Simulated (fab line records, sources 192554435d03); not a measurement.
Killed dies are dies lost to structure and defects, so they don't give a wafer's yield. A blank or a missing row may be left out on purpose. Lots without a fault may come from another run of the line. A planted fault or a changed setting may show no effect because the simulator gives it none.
Chamber matching | flow n5_finfet | N5_MOL_CONTACT_COAG_ETCH_106 on rie_diel-02: 4 sister chambers
The step etches SOC in N2/H2, target depth 80 nm, overetch 16 nm, time 120 s. 4 wafers are shown with their chamber, then 8 later ones without.

WAFERS WITH THEIR CHAMBER
wafer  | chamber | showerhead_plenum_p_Torr (Torr)
L083.1 | 3       | 2.51
L082.2 | 0       | 2.54
L082.6 | 1       | 2.68
L085.2 | 2       | 2.57

WAFERS WITHOUT THEIR CHAMBER
wafer  | showerhead_plenum_p_Torr (Torr)
L085.4 | 2.53
L085.5 | 2.57
L095.1 | 2.52
L095.3 | 2.56
L095.4 | 2.66
L097.1 | 2.56
L097.5 | 2.56
L097.6 | 2.49

WHICH CHAMBER EACH WENT THROUGH
wafer  | from the rows above     | in truth
L085.4 | can't be placed: 0 or 3 | 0
L085.5 | 2                       | 2
L095.1 | can't be placed: 3 or 0 | 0
L095.3 | can't be placed: 2 or 0 | 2
L095.4 | 1                       | 1
L097.1 | can't be placed: 2 or 0 | 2
L097.5 | can't be placed: 2 or 0 | 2
L097.6 | 3                       | 3
Placed correctly: 3 of 8. Can't be placed from these rows: 5 (the true chamber is among the candidates in 5). Placed wrongly: 0.
How it was worked out, from the rows above alone: a wafer's distance from a chamber is the root of the sum, over the readings, of the square of ((its reading less the chamber's mean) divided by the reading's scatter). The wafer belongs to the nearest chamber; if the next one is less than 2 further off, it can't be placed. A chamber's mean is the mean of its shown wafers. The scatter: with one shown wafer a chamber, the root of the mean of the squares of how far each hidden wafer lies from its nearest shown one.
